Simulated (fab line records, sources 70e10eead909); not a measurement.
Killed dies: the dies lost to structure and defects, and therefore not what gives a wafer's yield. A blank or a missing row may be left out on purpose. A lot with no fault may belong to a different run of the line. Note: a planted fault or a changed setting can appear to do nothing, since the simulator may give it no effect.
Problem report, 8D (eight disciplines) form, completed by code || flow nandHarc || the parts of the form that need people (team, actions taken, sign-off) are left out

== 1. THE PROBLEM ==
At NHARC_A_SIN_REMOVE_INSPECT_04, rawDefectCount averages 1754 over 2 wafers from 2 lots, while fault-free wafers read 300, standard deviation 83. That puts it +18 standard deviations away from the usual mean.
The first sign was on wafer L361.2 at day 16 23:43, on defectInspect-01. Wafers with a number at this step in the record: 36, from 12 lots. The rule behind "out" and "out of limits": a value lying over 4 standard deviations away from the usual mean. The rest of the wafers with a number are treated as sound.

== 2. WHAT THIS IS AND IS NOT ==
{"question": "which readings at this step", "is": "rawDefectCount", "is not": "-"}
{"question": "which lots", "is": "L361, L363", "is not": "L353, L354, L355, L367, L369, L371, L372, L373, L374, L375"}
{"question": "which wafers of those lots", "is": "L361.2, L363.3", "is not": "L361.1, L361.6, L363.1, L363.4"}
{"question": "read on which gauges", "is": "defectInspect-01", "is not": "defectInspect-02"}
{"question": "when", "is": "from day 16 23:43", "is not": "up to then (11 sound wafers); but 23 sound wafers of L363, L367, L369, L371, L372, L373, L374, L375 came after"}

== 3. WHAT RULES OUT EACH SUSPECT ==
Counting: any tool at a process step up to the reading remains a suspect provided it ran every lot that is out. Sound lots after the first of them don't rule it out here, since some wafers of a struck lot are sound.
- the gauge at NHARC_A_SIN_REMOVE_INSPECT_04: kept. All the wafers that are out were read on defectInspect-01, and no step on other tools shows them out.
- rieDiel-13 at NHARC_A_SLIT_ETCH_15 (etches the open film in O2/COS, target depth 3200 nm, time 832 s): kept. Every lot that is out went through it, the first being L361 (day 16 12:44); the last sound lot it ran before that was L355 (day 14 10:20).
- In rieDiel-13 at NHARC_A_SLIT_ETCH_15, the wafers that are out were processed in chamber 3 and their sound lot-mates in chambers 0, 1, 2.
Left after counting: rieDiel-13 at NHARC_A_SLIT_ETCH_15, defectInspect-01 at NHARC_A_SIN_REMOVE_INSPECT_04.

== 4. THE CAUSE (what the simulator had put in) ==
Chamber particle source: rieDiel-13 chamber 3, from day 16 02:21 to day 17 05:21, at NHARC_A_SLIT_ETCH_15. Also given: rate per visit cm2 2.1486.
After counting, 2 suspects remain, this tool included.

== 5. THE CHAIN OF EFFECTS, in route order ==
Each row: a reading whose mean over the struck wafers that have a number lies more than 3 standard deviations from the usual. Only readings whose record carries a usual standard deviation are examined. hours: median over the lots of the time between each lot's start at the first step of this table that gives one and its start at this step. sigmas: the change, counted in usual standard deviations.
{"hours": 0, "step": "NHARC_A_SIN_REMOVE_INSPECT_04", "reading": "rawDefectCount", "usual": 300, "on struck wafers": 1754, "change": "+1454", "sigmas": "+18"}

== 6. WHAT WOULD HAVE CAUGHT IT SOONER ==
The first out-of-limits reading at a measuring or inspecting step in this record came at day 16 23:43, 21 hours after the fault's start at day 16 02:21.
An alarm limit of 4 standard deviations would not have fired on the tool readings at NHARC_A_SLIT_ETCH_15 for which the record gives a usual standard deviation, since none of them was out on any struck wafer.
The start of NHARC_A_SLIT_ETCH_15 on rieDiel-13 came by day 16 23:43 for every one of the lots that are out (2). Holding the tool at that point would not have protected any of them.
